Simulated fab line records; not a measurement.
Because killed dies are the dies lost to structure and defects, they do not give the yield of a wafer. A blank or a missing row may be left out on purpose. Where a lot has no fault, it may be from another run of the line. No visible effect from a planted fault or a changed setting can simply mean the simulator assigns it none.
A struck lot beside a sound one	flow n5Finfet	15 out of 1938 route steps
Sound: these wafers, L369.1, L369.2, L369.4. Struck: wafer L378.6. (L378.4 of the same lot was not struck and is left out.) The cause comes at the end.
At each step with rows: each side's tool, then ch and its chambers, then its first start. Under that, the readings that differ: sound wafers	struck wafers	difference of the means	sigmas: that difference in standard deviations of wafers without a fault.
alike: readings with means less than 2 such deviations apart, plus words and numbers identical on both sides. not compared: withheld readings, readings lacking a value on some wafer, bounds such as >300 that could conceal the same value, and numbers that have no deviation in the record and whose values overlap.
The two part at a step that has a row with sigmas, a row that says differs or no value, or rows on one side only. Non-overlapping numbers with no deviation appear without sigmas and do not part them. Lack of a reading on every wafer of one side parts them only where that side has two or more wafers.

first, 8 steps without rows for these wafers: N5_BEOL_M11_COAT_63 (time 60 s, resist thk 100 nm); N5_BEOL_M11_COAT_64 (time 60 s, resist thk 30 nm); N5_BEOL_M11_COAT_22 (resist thk 90 nm); N5_BEOL_M11_EBR_24; N5_BEOL_M11_SOFTBAKE_23 (time 60 s); N5_BEOL_M11_EXPOSE_25 (exposes mask V10); N5_BEOL_M11_PEB_26 (peb time 60 s); N5_BEOL_M11_DEVELOP_27 (develop time 30 s).
N5_BEOL_M11_CD_MEAS_28: the cd target is 70 nm.
  sound on cdSem-01 ch 0, day 12 00:45; struck on cdSem-03 ch 0, day 14 08:20
  alike: cdNm
N5_BEOL_M11_OVL_MEAS_29:
  sound on overlay-01 ch 0, day 12 00:47; struck on overlay-02 ch 0, day 14 08:22
  alike: V10_OVL
N5_BEOL_M11_INSPECT_30: inspects for defects (brightfield).
  sound on defectInspect-02 at day 12 00:57; struck on defectInspect-02 at day 14 08:23
  alike: rawDefectCount
N5_BEOL_M11_DESCUM_33: chemistry O2, time 7.9 s.
  sound on rieDiel-01 ch 0,1,3, day 12 01:10; struck on rieDiel-01 ch 0, day 14 08:40
reading	sound	struck	difference	sigmas
o2FlowSccm (sccm)	223.9 225.2 224.2	225.9	+1.5	+2
  alike: drypumpMotorCurrentA, oesProductAu, rfVppV, showerheadPlenumPTorr, throttleValvePct
  not compared: rfHoursCounterH
N5_BEOL_M11_ETCH_65: etches SiARC in CF4, target depth 39 nm, time 65 s.
  sound on rieDiel-01 ch 0,1,3, day 12 01:13; struck on rieDiel-01 ch 0, day 14 08:42
reading	sound	struck	difference	sigmas
etchRfOnTimeS (s)	64.9 63.4 69.4	102.5	+36.6	+15
  alike: drypumpMotorCurrentA, oesProductAu, rfVppV, showerheadPlenumPTorr, throttleValvePct
  not compared: rfHoursCounterH
N5_BEOL_M11_ETCH_66: etches SOC in N2/H2, target depth 120 nm, overetch 24 nm, time 180 s.
  sound on rieDiel-01 ch 0,1,3, day 12 01:16; struck on rieDiel-01 ch 0, day 14 08:45
  alike: drypumpMotorCurrentA, oesProductAu, rfVppV, showerheadPlenumPTorr, throttleValvePct
  not compared: rfHoursCounterH
-- record jumps: 2 days separate the struck wafers' starts on either side; left off in module BEOL_M11, taken up again in module PASSIVATION, whose first shown step is the route's number 1936 --
N5_PASSIVATION_PROBE_49:
  sound on prober-02 at day 14 01:53; struck on prober-01 at day 16 13:34
reading	sound	struck	difference	sigmas
defectLimitedYield (%)	89.2 93.0 94.5	88.6	-3.6	-3
killed_at_M0_to_M3	24 21 15	50	+30	+3
killedAtOther	2 1 0	8	+7	+2
killedDies	127 83 65	134	+42	+2
killedOpen	70 56 43	85	+29	+2
killedShort	47 22 22	47	+17	+2
sort_bin_5_function (%)	5.8 4.2 3.0	7.5	+3.2	+3
sortNPass	1053 1097 1115	1046	-42	-2
sortYieldPct (%)	89.2 93.0 94.5	88.6	-3.6	-3
  alike: killed_at_M4_up, killedAtContacts, killedAtFrontEnd, sort_bin_6_memory, sort_bin_8_speed

WHERE THEY PART
Last at N5_PASSIVATION_PROBE_49 as far as this record goes, first at N5_BEOL_M11_DESCUM_33.

WHY: the cause the simulator had injected
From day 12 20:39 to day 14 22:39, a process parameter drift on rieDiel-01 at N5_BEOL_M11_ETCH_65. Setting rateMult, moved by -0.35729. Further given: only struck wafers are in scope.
